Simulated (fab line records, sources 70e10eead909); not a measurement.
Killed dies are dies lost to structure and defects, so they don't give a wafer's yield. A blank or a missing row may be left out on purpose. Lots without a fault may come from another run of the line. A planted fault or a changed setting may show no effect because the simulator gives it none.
Chamber matching | flow nand_harc | NHARC_A_M0_PRE_CLEAN_31 on pecvd-04: 3 sister chambers
The step time 12 s. 20 wafers are shown with their chamber, then 10 later ones without.

WAFERS WITH THEIR CHAMBER
wafer  | chamber | heater_power_w (W) | rf_fwd_power_W (W)
L074.4 | 0       | 541                | 292.0
L074.5 | 1       | 530                | 292.6
L074.6 | 2       | 586                | 291.4
L077.1 | 1       | 534                | 292.2
L077.4 | 0       | 542                | 292.5
L077.6 | 1       | 530                | 292.6
L078.2 | 0       | 585                | 291.8
L078.3 | 1       | 578                | 293.5
L078.4 | 2       | 562                | 293.5
L081.1 | 2       | 636                | 292.4
L081.5 | 0       | 527                | 291.9
L081.6 | 2       | 646                | 292.8
L084.1 | 2       | 574                | 292.8
L084.3 | 1       | 547                | 292.5
L084.5 | 1       | 545                | 293.3
L087.1 | 2       | 586                | 293.5
L087.3 | 1       | 521                | 293.1
L087.5 | 0       | 575                | 292.6
L088.2 | 0       | 581                | 293.4
L088.4 | 0       | 577                | 292.6

SIGNATURES (means of the wafers above)
reading        | chamber 0 | chamber 1 | chamber 2 | scatter within a chamber
heater_power_w | 561.14    | 540.71    | 598.33    | 25.9
rf_fwd_power_W | 292.400   | 292.829   | 292.733   | 0.608
Rule: a wafer's distance from a chamber is the root of the sum, over the readings, of the square of ((its reading less the chamber's mean) divided by the reading's scatter). The wafer belongs to the nearest chamber; if the next one is less than 2 further off, it can't be placed. The scatter: the root of (the sum of the squares of (reading less its chamber's mean) over the shown wafers, divided by (wafers less chambers)).

WAFERS WITHOUT THEIR CHAMBER
wafer  | heater_power_w (W) | rf_fwd_power_W (W)
L088.6 | 615                | 293.2
L089.2 | 575                | 291.4
L089.3 | 597                | 292.4
L089.6 | 588                | 290.6
L093.2 | 633                | 291.8
L093.3 | 585                | 293.7
L093.6 | 509                | 293.3
L095.1 | 589                | 292.9
L095.3 | 534                | 294.0
L095.4 | 529                | 293.5

WHICH CHAMBER EACH WENT THROUGH
wafer  | from the rows above          | in truth
L088.6 | can't be placed: 2 or 0 or 1 | 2
L089.2 | can't be placed: 0 or 2 or 1 | 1
L089.3 | can't be placed: 2 or 0 or 1 | 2
L089.6 | can't be placed: 0 or 2 or 1 | 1
L093.2 | can't be placed: 2 or 0 or 1 | 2
L093.3 | can't be placed: 2 or 1 or 0 | 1
L093.6 | can't be placed: 1 or 0      | 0
L095.1 | can't be placed: 2 or 0 or 1 | 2
L095.3 | can't be placed: 1 or 0 or 2 | 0
L095.4 | can't be placed: 1 or 0 or 2 | 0
Placed correctly: 0 of 10. Can't be placed from these rows: 10 (the true chamber is among the candidates in 10). Placed wrongly: 0.
